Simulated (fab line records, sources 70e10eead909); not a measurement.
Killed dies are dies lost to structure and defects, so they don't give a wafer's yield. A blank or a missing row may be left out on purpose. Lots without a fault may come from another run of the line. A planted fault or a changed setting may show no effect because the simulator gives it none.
Chamber matching | flow nand_harc | NHARC_A_SGD_CUT_ETCHBACK_24 on rie_diel-09: 4 sister chambers
The step etches the open film in CH3F/O2, target depth 50 nm, time 92.857 s. 16 wafers are shown with their chamber, then 8 later ones without.

WAFERS WITH THEIR CHAMBER
wafer  | chamber | showerhead_plenum_p_Torr (Torr) | rf_vpp_V (V) | throttle_valve_pct (%)
L076.1 | 3       | 2.48                            | 244.7        | 20.665
L076.2 | 0       | 2.59                            | 246.2        | 20.650
L076.6 | 1       | 2.49                            | 245.0        | 20.658
L079.2 | 3       | 2.48                            | 244.7        | 20.671
L079.3 | 0       | 2.59                            | 245.5        | 20.665
L079.5 | 2       | 2.36                            | 243.2        | 20.648
L085.1 | 2       | 2.35                            | 242.8        | 20.663
L085.3 | 3       | 2.47                            | 244.9        | 20.650
L085.6 | 3       | 2.47                            | 243.6        | 20.658
L091.2 | 2       | 2.35                            | 242.2        | 20.669
L091.4 | 0       | 2.59                            | 247.9        | 20.680
L091.6 | 1       | 2.49                            | 244.5        | 20.676
L091.1 | 1       | 2.49                            | 245.1        | 20.665
L091.3 | 3       | 2.47                            | 244.2        | 20.669
L091.5 | 0       | 2.59                            | 246.4        | 20.680
L093.2 | 1       | 2.49                            | 245.7        | 20.660

SIGNATURES (means of the wafers above)
reading                  | chamber 0 | chamber 1 | chamber 2 | chamber 3 | scatter within a chamber
showerhead_plenum_p_Torr | 2.5900    | 2.4900    | 2.3533    | 2.4740    | 0.00394
rf_vpp_V                 | 246.500   | 245.075   | 242.733   | 244.420   | 0.671
throttle_valve_pct       | 20.66875  | 20.66475  | 20.66000  | 20.66260  | 0.0106
Rule: a wafer's distance from a chamber is the root of the sum, over the readings, of the square of ((its reading less the chamber's mean) divided by the reading's scatter). The wafer belongs to the nearest chamber; if the next one is less than 2 further off, it can't be placed. The scatter: the root of (the sum of the squares of (reading less its chamber's mean) over the shown wafers, divided by (wafers less chambers)).

WAFERS WITHOUT THEIR CHAMBER
wafer  | showerhead_plenum_p_Torr (Torr) | rf_vpp_V (V) | throttle_valve_pct (%)
L093.3 | 2.59                            | 247.8        | 20.658
L093.4 | 2.35                            | 244.0        | 20.672
L096.1 | 2.47                            | 243.5        | 20.673
L096.2 | 2.59                            | 245.8        | 20.649
L096.6 | 2.47                            | 244.3        | 20.670
L096.3 | 2.35                            | 245.0        | 20.648
L096.4 | 2.59                            | 245.9        | 20.654
L096.5 | 2.35                            | 244.0        | 20.665

WHICH CHAMBER EACH WENT THROUGH
wafer  | from the rows above | in truth
L093.3 | 0                   | 0
L093.4 | 2                   | 2
L096.1 | 3                   | 3
L096.2 | 0                   | 0
L096.6 | 3                   | 3
L096.3 | 2                   | 2
L096.4 | 0                   | 0
L096.5 | 2                   | 2
Placed correctly: 8 of 8. Can't be placed from these rows: 0. Placed wrongly: 0.
